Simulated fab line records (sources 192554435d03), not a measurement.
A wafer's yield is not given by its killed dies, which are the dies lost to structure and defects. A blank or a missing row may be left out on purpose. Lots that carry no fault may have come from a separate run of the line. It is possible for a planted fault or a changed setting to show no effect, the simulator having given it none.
fab line records | flow n5-finfet | part 2 of 2: steps 19 to 32 of 32
record lots=5 | wafers=15 | last-day=17
route steps=1938 shown HKMG_FIN@456 GATE_CUT@465
lots untouched by any fault: they come from a run of this same line in which no faults occurred
start-h: hours from the record's opening day to when the first of the lot's shown wafers began | wait-h: how many hours have passed since the lot's step before this one | " the same as in the row above | L1.1+2: several wafers, shown together as one row | - either no value or no given start | * or withheld: withheld | < > ~ a bound
route shown NAME@n: a module of which the file shows steps, and the number in the route of the first | usual: mean/standard deviation taken from wafers without a fault | same: alike in all rows | chamber/n: place in a boat | sites: readings site by site | _std_site: their standard deviation | _edge_site: mean of outer sites minus mean of inner sites | radius-mm: for every site, how far away it sits from the centre of the wafer | mask NAME#n: copy n | behind: the most recent tool/chamber to have shaped the wafer | hold: reason for holding the lot/hours on hold/outcome of the hold | device: names the non-switching transistor (n, p or np) | end of line: the same wafers' tests at the end of the route | for a step that has no rows: nothing shown but its recipe | killed: at the first sort, the dies lost to defects and structure; wafer yield is something else | map: a wafer's dies, x killed, . not, _ none there
set.NAME: the run value of the setting; set.NAME@STEP: its run value at that earlier step | model.NAME: the simulator's own value behind a step, which no gauge read
a table for each step, a row for each wafer; lots at some steps of the route
services: when a tool's chamber went out of use (start-h, in hours from the record's first day, below 0 if earlier), for how many hours, and the reason
## steps
# step N5_GATE_CUT_CMP_02
# recipe stop-on=SiO2 | t-overpolish-s=12.7 | post-cmp-clean=alkaline-brush | down-force-psi=2.5 | platen-rpm=51.8 | pad-velocity-m-s=1.0307 | target-thk-nm=0
# usual motor-current-A=9.1/0.68 | overpolish-run-s=12.699/0.0089 | platen-rpm=51.80/0.033 | time-to-endpoint-s=25.2/1.5
lot.wafer | tool   | chamber | start-h | wait-h | motor-current-A | overpolish-run-s | platen-rpm | time-to-endpoint-s
L075.2    | cmp-03 | 2       | 92.61   | 0.1    | 9.4             | 12.701           | 51.83      | 26.9
L075.3    | "      | 1       | "       | "      | 9.2             | 12.706           | 51.78      | 23.8
L075.6    | "      | 3       | "       | "      | 8.4             | 12.696           | 51.80      | 22.8
L082.3    | cmp-01 | 0       | 132.83  | 0.1    | 8.8             | 12.697           | 51.81      | 26.8
L082.4    | "      | 2       | "       | "      | 8.4             | 12.701           | 51.82      | 27.2
L082.5    | "      | 0       | "       | "      | 8.5             | 12.703           | 51.82      | 23.8
L087.2    | cmp-04 | 3       | 165.75  | 0.1    | 9.0             | 12.685           | 51.84      | 23.7
L087.3    | "      | 1       | "       | "      | 9.0             | 12.701           | 51.85      | 25.6
L087.4    | "      | 2       | "       | "      | 10.3            | 12.691           | 51.79      | 22.8
L091.2    | cmp-04 | 0       | 185.32  | 0.1    | 8.8             | 12.698           | 51.84      | 27.0
L091.1    | "      | 2       | "       | "      | 10.2            | 12.708           | 51.82      | 26.6
L091.6    | "      | 0       | "       | "      | 8.8             | 12.697           | 51.81      | 25.1
L093.1    | cmp-03 | 1       | 195.68  | 0.1    | 9.2             | 12.693           | 51.77      | 25.6
L093.2    | "      | 2       | "       | "      | 9.6             | 12.699           | 51.83      | 23.2
L093.4    | "      | 3       | "       | "      | 9.1             | 12.709           | 51.75      | 25.4
# step N5_GATE_CUT_HM_DEP_46
# recipe material=SiO2 | target-thk-a=1300 | temp-c=400 | precursor=TEOS/O2 | pressure-torr=6.5 | rf-w=900 | teos-flow-sccm=161.4 | gas=O2 | flow-sccm=2650 | time-s=26.6
# usual heater-power-w=503/85 | showerhead-plenum-p-Torr=8.35/0.034 | throttle-valve-pct=19.1/1.4
lot.wafer | tool     | chamber | start-h | wait-h | heater-power-w | showerhead-plenum-p-Torr | throttle-valve-pct
L075.2    | pecvd-02 | 0       | 92.94   | 0.0    | 499            | 8.30                     | 17.7
L075.3    | "        | 1       | "       | "      | 571            | 8.34                     | 20.7
L075.6    | "        | 1       | "       | "      | 582            | 8.32                     | 21.3
L082.3    | pecvd-02 | 0       | 133.15  | 0.1    | 410            | 8.29                     | 18.2
L082.4    | "        | 2       | "       | "      | 618            | 8.42                     | 19.1
L082.5    | "        | 0       | "       | "      | 414            | 8.31                     | 18.2
L087.2    | pecvd-02 | 1       | 166.09  | 0.0    | 477            | 8.33                     | 21.0
L087.3    | "        | 2       | "       | "      | 628            | 8.43                     | 18.7
L087.4    | "        | 0       | "       | "      | 400            | 8.31                     | 18.5
L091.1    | pecvd-02 | 1       | 185.61  | 0.0    | 517            | 8.35                     | 21.2
L091.2    | "        | 0       | "       | "      | 457            | 8.34                     | 18.2
L091.6    | "        | 0       | "       | "      | 455            | 8.29                     | 18.4
L093.1    | pecvd-03 | 0       | 196.01  | 0.0    | 551            | 8.37                     | 17.5
L093.2    | "        | 1       | "       | "      | 423            | 8.36                     | 21.9
L093.4    | "        | 2       | "       | "      | 529            | 8.29                     | 17.3
# step N5_GATE_CUT_COAT_34
# recipe resist=SOC | temp-c=250 | time-s=60 | spin-rpm=1500 | resist-thk-nm=60
lot.wafer  | tool           | chamber | start-h | wait-h
L075.2+3+6 | litho-track-03 | 0       | 93.01   | 0.0
L082.3+4+5 | litho-track-03 | 0       | 133.21  | 0.0
L087.2+3+4 | litho-track-02 | 0       | 166.15  | 0.0
L091.1+2+6 | litho-track-03 | 0       | 185.68  | 0.0
L093.1+2+4 | litho-track-02 | 0       | 196.08  | 0.0
# step N5_GATE_CUT_COAT_35
# recipe resist=SiARC | temp-c=220 | time-s=60 | spin-rpm=1500 | resist-thk-nm=10
lot.wafer  | tool           | chamber | start-h | wait-h
L075.2+3+6 | litho-track-03 | 0       | -       | -
L082.3+4+5 | litho-track-03 | 0       | -       | -
L087.2+3+4 | litho-track-02 | 0       | -       | -
L091.1+2+6 | litho-track-03 | 0       | -       | -
L093.1+2+4 | litho-track-02 | 0       | -       | -
# step N5_GATE_CUT_COAT_27
# recipe resist=underlayer | temp-c=205 | time-s=60 | spin-rpm=1500 | resist-thk-nm=10
lot.wafer  | tool           | chamber | start-h | wait-h
L075.2+3+6 | litho-track-03 | 0       | -       | -
L082.3+4+5 | litho-track-03 | 0       | -       | -
L087.2+3+4 | litho-track-02 | 0       | -       | -
L091.1+2+6 | litho-track-03 | 0       | -       | -
L093.1+2+4 | litho-track-02 | 0       | -       | -
# step N5_GATE_CUT_COAT_07
# recipe resist=CAR-EUV | spin-rpm=1500 | resist-thk-nm=30
lot.wafer  | tool           | chamber | start-h | wait-h
L075.2+3+6 | litho-track-03 | 0       | -       | -
L082.3+4+5 | litho-track-03 | 0       | -       | -
L087.2+3+4 | litho-track-02 | 0       | -       | -
L091.1+2+6 | litho-track-03 | 0       | -       | -
L093.1+2+4 | litho-track-02 | 0       | -       | -
# step N5_GATE_CUT_EBR_09
# recipe solvent=PGMEA | ebr-width-mm=1.5
lot.wafer  | tool           | chamber | start-h | wait-h
L075.2+3+6 | litho-track-03 | 0       | -       | -
L082.3+4+5 | litho-track-03 | 0       | -       | -
L087.2+3+4 | litho-track-02 | 0       | -       | -
L091.1+2+6 | litho-track-03 | 0       | -       | -
L093.1+2+4 | litho-track-02 | 0       | -       | -
# step N5_GATE_CUT_SOFTBAKE_08
# recipe temp-c=110 | time-s=60 | resist=CAR-EUV
lot.wafer  | tool           | chamber | start-h | wait-h
L075.2+3+6 | litho-track-03 | 0       | -       | -
L082.3+4+5 | litho-track-03 | 0       | -       | -
L087.2+3+4 | litho-track-02 | 0       | -       | -
L091.1+2+6 | litho-track-03 | 0       | -       | -
L093.1+2+4 | litho-track-02 | 0       | -       | -
# step N5_GATE_CUT_EXPOSE_10
# recipe mask-id=GATE_CUT | na=0.33 | source-shape=annular | sigma-inner=0.35 | sigma-outer=0.8 | polarization=unpolarized | target-cd-nm=20 | dose-mj=43.25
lot.wafer  | tool           | chamber | start-h | wait-h | mask
L075.2+3+6 | euv-scanner-01 | 0       | 93.28   | -      | GATE_CUT#0
L082.3+4+5 | euv-scanner-01 | 0       | 133.49  | -      | GATE_CUT#0
L087.2+3+4 | euv-scanner-02 | 0       | 166.42  | -      | GATE_CUT#0
L091.1+2+6 | euv-scanner-01 | 0       | 185.94  | -      | GATE_CUT#0
L093.1+2+4 | euv-scanner-02 | 0       | 196.34  | -      | GATE_CUT#0
# step N5_GATE_CUT_PEB_11
# recipe peb-temp-c=100 | peb-time-s=60 | resist=CAR-EUV
lot.wafer  | tool           | chamber | start-h | wait-h
L075.2+3+6 | litho-track-03 | 0       | 93.34   | 0.1
L082.3+4+5 | litho-track-03 | 0       | 133.54  | 0.0
L087.2+3+4 | litho-track-03 | 0       | 166.48  | 0.1
L091.1+2+6 | litho-track-03 | 0       | 186.00  | 0.1
L093.1+2+4 | litho-track-03 | 0       | 196.41  | 0.1
# step N5_GATE_CUT_DEVELOP_12
# recipe develop-time-s=30 | developer=TMAH | resist=CAR-EUV | rinse-liquid=surfactant-rinse | dry=air-spin | dev-temp-c=23
lot.wafer  | tool           | chamber | start-h | wait-h
L075.2+3+6 | litho-track-03 | 0       | -       | -
L082.3+4+5 | litho-track-03 | 0       | -       | -
L087.2+3+4 | litho-track-03 | 0       | -       | -
L091.1+2+6 | litho-track-03 | 0       | -       | -
L093.1+2+4 | litho-track-03 | 0       | -       | -
# step N5_GATE_CUT_CD_MEAS_13
# recipe target-cd-nm=20 | landing-energy-ev=500 | detector=se-inlens
# usual cd-nm=20.02/0.26
lot.wafer | tool      | chamber | start-h | wait-h | cd-nm
L075.2    | cd-sem-02 | 0       | 93.40   | -      | 20.17
L075.3    | "         | 0       | "       | "      | 20.16
L075.6    | "         | 0       | "       | "      | 20.06
L082.3    | cd-sem-01 | 0       | 133.61  | -      | 19.96
L082.4    | "         | 0       | "       | "      | 20.18
L082.5    | "         | 0       | "       | "      | 19.78
L087.2    | cd-sem-01 | 0       | 166.55  | -      | 19.90
L087.3    | "         | 0       | "       | "      | 20.42
L087.4    | "         | 0       | "       | "      | 20.47
L091.1    | cd-sem-03 | 0       | 186.07  | -      | 20.23
L091.2    | "         | 0       | "       | "      | 20.01
L091.6    | "         | 0       | "       | "      | 20.00
L093.1    | cd-sem-01 | 0       | 196.47  | -      | 20.18
L093.2    | "         | 0       | "       | "      | 20.06
L093.4    | "         | 0       | "       | "      | 19.89
# step N5_GATE_CUT_OVL_MEAS_14
# recipe points-per-wafer=522
# usual GATE_CUT_OVL=0.1/0.77
lot.wafer | tool       | chamber | start-h | wait-h | GATE_CUT_OVL[nm]
L075.2    | overlay-01 | 0       | 93.44   | 0.0    | -0.3
L075.3    | "          | 0       | "       | "      | -0.4
L075.6    | "          | 0       | "       | "      | -0.9
L082.3    | overlay-01 | 0       | 133.65  | 0.0    | 0.9
L082.4    | "          | 0       | "       | "      | -0.2
L082.5    | "          | 0       | "       | "      | 0.7
L087.2    | overlay-02 | 0       | 166.58  | 0.0    | -0.8
L087.3    | "          | 0       | "       | "      | -1.5
L087.4    | "          | 0       | "       | "      | -0.2
L091.1    | overlay-02 | 0       | 186.10  | 0.0    | 0.3
L091.2    | "          | 0       | "       | "      | -0.5
L091.6    | "          | 0       | "       | "      | 0.0
L093.1    | overlay-02 | 0       | 196.50  | 0.0    | 0.3
L093.2    | "          | 0       | "       | "      | 1.1
L093.4    | "          | 0       | "       | "      | 0.9
# step N5_GATE_CUT_INSPECT_15
# recipe mode=adi | inspect-instrument=brightfield
# usual raw-defect-count=141/42
lot.wafer | tool              | chamber | start-h | wait-h | raw-defect-count
L075.2    | defect-inspect-01 | -       | 93.50   | 0.1    | 90
L075.3    | "                 | -       | "       | "      | 87
L075.6    | "                 | -       | "       | "      | 90
L082.3    | defect-inspect-02 | -       | 133.70  | 0.0    | 123
L082.4    | "                 | -       | "       | "      | 111
L082.5    | "                 | -       | "       | "      | 83
L087.2    | defect-inspect-02 | -       | 166.64  | 0.0    | 70
L087.3    | "                 | -       | "       | "      | 187
L087.4    | "                 | -       | "       | "      | 65
L091.1    | defect-inspect-02 | -       | 186.16  | 0.1    | 144
L091.2    | "                 | -       | "       | "      | 106
L091.6    | "                 | -       | "       | "      | 81
L093.1    | defect-inspect-01 | -       | 196.56  | 0.1    | 173
L093.2    | "                 | -       | "       | "      | 205
L093.4    | "                 | -       | "       | "      | 154
## services
tool         | chamber | start-h | hours | kind
cmp-03       | -       | 62.20   | 0.6   | repair
pecvd-02     | -       | 70.77   | 2.8   | pm
cmp-04       | -       | 72.88   | 3.9   | repair
cmp-04       | -       | 84.86   | 0.3   | repair
cmp-04       | -       | 87.41   | 1.7   | repair
rie-diel-03  | 3       | 91.98   | 1.4   | repair
wet-bench-02 | -       | 93.98   | 1.9   | pm
cmp-02       | -       | 94.18   | 2.6   | repair
rie-metal-01 | -       | 94.29   | 1.1   | repair
wet-bench-04 | -       | 95.33   | 4.9   | repair
cmp-02       | -       | 99.98   | 5.3   | repair
rie-diel-03  | -       | 110.52  | 4.3   | pm
rie-diel-03  | 0       | 122.22  | 3.0   | repair
rie-diel-03  | 0       | 125.87  | 9.6   | repair
pecvd-02     | 1       | 130.08  | 16.2  | repair
cmp-04       | -       | 136.09  | 0.9   | repair
cmp-02       | -       | 139.93  | 1.2   | repair
rie-metal-03 | 0       | 144.49  | 3.8   | repair
rie-diel-06  | 2       | 146.56  | 6.0   | repair
cmp-02       | -       | 149.79  | 7.9   | repair
cvd-w-01     | 1       | 160.49  | 14.0  | repair
cvd-w-01     | -       | 179.31  | 11.2  | repair
cmp-04       | -       | 192.98  | 3.4   | pm
rie-metal-03 | -       | 195.67  | 0.3   | repair
